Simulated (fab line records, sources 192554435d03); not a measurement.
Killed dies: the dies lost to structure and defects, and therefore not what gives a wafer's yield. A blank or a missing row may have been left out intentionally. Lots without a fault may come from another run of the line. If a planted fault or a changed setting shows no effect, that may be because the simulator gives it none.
fab line records | flow n5-finfet
[record] lots = 7 | wafers = 39
route steps=1938 shown BEOL_M13@1705
start-h: the number of hours between the record's first day and the start of the first shown wafer of the lot | wait-h: how many hours have passed since the lot's step before this one | " repeats the value in the row above | L1.1+2: a single row standing in for several wafers | - no value present, or no start provided | * or withheld: withheld | < > ~ a bound
route shown NAME@n: a module of which the file shows steps, and the number in the route of the first | usual: mean/standard deviation taken from wafers without a fault | same: alike in all rows | chamber/n: place in a boat | sites: readings site by site | _std_site: how widely they spread, as a standard deviation | _edge_site: inner sites' mean taken away from outer sites' mean | radius-mm: for every site, how far away it sits from the centre of the wafer | mask NAME#n: copy n | behind: tool/chamber where the wafer was last shaped | hold: why the lot went on hold/how many hours it stayed there/how the hold came to an end | device: the n, p or np transistor that did not switch | end of line: the same wafers' tests at the end of the route | step lacking rows: just its recipe | killed: dies lost to structure and defects at the first sort, not the wafer's yield | map: a wafer's dies, marking killed ones x, the rest . and places with no die _
set.NAME: the setting that was run; set.NAME@STEP: the one run at that earlier step | model.NAME: the simulator's own value behind a step, which no gauge read
lots with deliberately changed settings; one table per step, one row per wafer
[[steps]]
[step N5_BEOL_M13_SPUTTER_43]
[recipe] material = TaN | target-thk-a = 150 | temp-c = 50 | bias-v = 168.6 | power-w = 15000 | chamber-pressure-pa = 0.12 | time-s = 24.19
lot.wafer  | tool           | chamber | start-h | wait-h | set.time-s | model.TaN_of_BEOL_M13_SPUTTER_43.thk-nm
L080.1     | pvd-sputter-01 | -       | 274.01  | 0.0    | 24.19      | 15
L080.2     | "              | -       | "       | "      | 24.19      | 15.6
L080.3     | "              | -       | "       | "      | 11.65      | 7.2
L080.4     | "              | -       | "       | "      | 24.19      | 15.4
L080.5     | "              | -       | "       | "      | 11.65      | 7.8
L080.6     | "              | -       | "       | "      | 11.65      | 7.4
L079.1+3   | pvd-sputter-03 | -       | 276.12  | 0.0    | 33.54      | 21.2
L079.2+5   | "              | -       | "       | "      | 24.19      | 15.4
L079.4     | "              | -       | "       | "      | 24.19      | 14.8
L079.6     | "              | -       | "       | "      | 33.54      | 21.4
L083.2+6   | pvd-sputter-02 | -       | 304.72  | 0.0    | 24.19      | 14.8
L083.4     | "              | -       | "       | "      | 24.19      | 15
L084.1+4   | pvd-sputter-03 | -       | 307.62  | 0.0    | 20.42      | 13
L084.2     | "              | -       | "       | "      | 20.42      | 12.4
L084.3+5   | "              | -       | "       | "      | 24.19      | 15.6
L084.6     | "              | -       | "       | "      | 24.19      | 15.4
L091.1+2   | pvd-sputter-01 | -       | 367.93  | 0.0    | 36.41      | 22.8
L091.3     | "              | -       | "       | "      | 24.19      | 15.4
L091.4     | "              | -       | "       | "      | 36.41      | 23
L091.5     | "              | -       | "       | "      | 24.19      | 15
L091.6     | "              | -       | "       | "      | 24.19      | 15.2
L092.1     | pvd-sputter-02 | -       | 372.91  | 0.0    | 36.64      | 22.8
L092.2     | "              | -       | "       | "      | 36.64      | 23
L092.3     | "              | -       | "       | "      | 36.64      | 23.2
L092.4     | "              | -       | "       | "      | 24.19      | 15.6
L092.5     | "              | -       | "       | "      | 24.19      | 15.2
L092.6     | "              | -       | "       | "      | 24.19      | 15.4
L097.1+3+5 | pvd-sputter-01 | -       | 402.44  | 0.0    | 24.19      | 14.8
L097.2+4   | "              | -       | "       | "      | 24.19      | 15.2
L097.6     | "              | -       | "       | "      | 24.19      | 15
[step N5_BEOL_M13_SPUTTER_44]
[recipe] material = Ta | target-thk-a = 100 | temp-c = 50 | bias-v = 80 | power-w = 15000 | chamber-pressure-pa = 0.07 | time-s = 16.13
[step N5_BEOL_M13_SPUTTER_45]
[recipe] material = Cu | target-thk-a = 800 | temp-c = -20 | bias-v = 60 | power-w = 26000 | chamber-pressure-pa = 0.13 | time-s = 13.33
[step N5_BEOL_M13_ECD_47]
[recipe] material = Cu | target-thk-a = 9360
[step N5_BEOL_M13_ANNEAL_48]
[recipe] temp-c = 225 | time-s = 90 | ambient = N2
[step N5_BEOL_M13_CMP_49]
[recipe] stop-on = SiOC | t-overpolish-s = 17.1 | down-force-psi = 1 | platen-rpm = 50 | clearing-platen-down-force-psi = 1.5 | clearing-platen-rpm = 50 | post-cmp-clean = cu-alkaline | target-thk-nm = 420 | clearing-platen-pad-velocity-m-s = 0.99484 | pad-velocity-m-s = 0.99484
[usual] barrier-field-endpoint-s = 30.0/0.94
lot.wafer | tool   | chamber | start-h | wait-h | set.time-s@BEOL_M13_SPUTTER_43 | barrier-field-endpoint-s
L080.4    | cmp-04 | 1       | 279.11  | 0.1    | 24.19                          | 29.6
L080.2    | "      | 2       | "       | "      | 24.19                          | 31.3
L080.1    | "      | 3       | "       | "      | 24.19                          | 31.1
L080.3    | "      | 0       | "       | "      | 11.65                          | 21.4
L080.6    | "      | 1       | "       | "      | 11.65                          | 20.4
L080.5    | "      | 2       | "       | "      | 11.65                          | 21.8
L079.4    | cmp-02 | 2       | 281.43  | 0.1    | 24.19                          | 29.7
L079.1    | "      | 3       | "       | "      | 33.54                          | 37.0
L079.2    | "      | 0       | "       | "      | 24.19                          | 29.4
L079.3    | "      | 1       | "       | "      | 33.54                          | 37.3
L079.6    | "      | 2       | "       | "      | 33.54                          | 38.0
L079.5    | "      | 3       | "       | "      | 24.19                          | 30.6
L083.2    | cmp-01 | 0       | 306.23  | 0.2    | 24.19                          | 28.0
L083.4    | "      | 1       | "       | "      | 24.19                          | 29.2
L083.6    | "      | 0       | "       | "      | 24.19                          | 28.9
L084.2    | cmp-01 | 1       | 312.03  | 0.8    | 20.42                          | 25.8
L084.3    | "      | 2       | "       | "      | 24.19                          | 30.3
L084.1    | "      | 3       | "       | "      | 20.42                          | 26.8
L084.4    | "      | 0       | "       | "      | 20.42                          | 25.9
L084.6    | "      | 1       | "       | "      | 24.19                          | 29.6
L084.5    | "      | 2       | "       | "      | 24.19                          | 30.0
L091.3    | cmp-01 | 3       | 369.41  | 0.2    | 24.19                          | 29.9
L091.2    | "      | 0       | "       | "      | 36.41                          | 37.1
L091.4    | "      | 1       | "       | "      | 36.41                          | 39.0
L091.1    | "      | 2       | "       | "      | 36.41                          | 40.1
L091.6    | "      | 3       | "       | "      | 24.19                          | 29.8
L091.5    | "      | 0       | "       | "      | 24.19                          | 29.7
L092.4    | cmp-01 | 1       | 373.64  | 0.1    | 24.19                          | 30.0
L092.3    | "      | 2       | "       | "      | 36.64                          | 38.8
L092.1    | "      | 3       | "       | "      | 36.64                          | 38.2
L092.2    | "      | 0       | "       | "      | 36.64                          | 37.8
L092.6    | "      | 1       | "       | "      | 24.19                          | 29.4
L092.5    | "      | 2       | "       | "      | 24.19                          | 30.1
L097.4    | cmp-01 | 1       | 404.10  | 0.1    | 24.19                          | 30.0
L097.2    | "      | 2       | "       | "      | 24.19                          | 29.3
L097.1    | "      | 3       | "       | "      | 24.19                          | 30.1
L097.3    | "      | 0       | "       | "      | 24.19                          | 29.7
L097.6    | "      | 1       | "       | "      | 24.19                          | 29.4
L097.5    | "      | 2       | "       | "      | 24.19                          | 30.0
[[key]]
[split] step = N5_BEOL_M13_SPUTTER_43 | setting = time-s | stated = 24.19 | by = wafer
[response] step = N5_BEOL_M13_SPUTTER_43 | reading = model.TaN_of_BEOL_M13_SPUTTER_43.thk-nm | change = +0.152 | per = 1% | r = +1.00
[response] step = N5_BEOL_M13_CMP_49 | reading = barrier-field-endpoint-s | change = +0.179 | per = 1% | r = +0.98
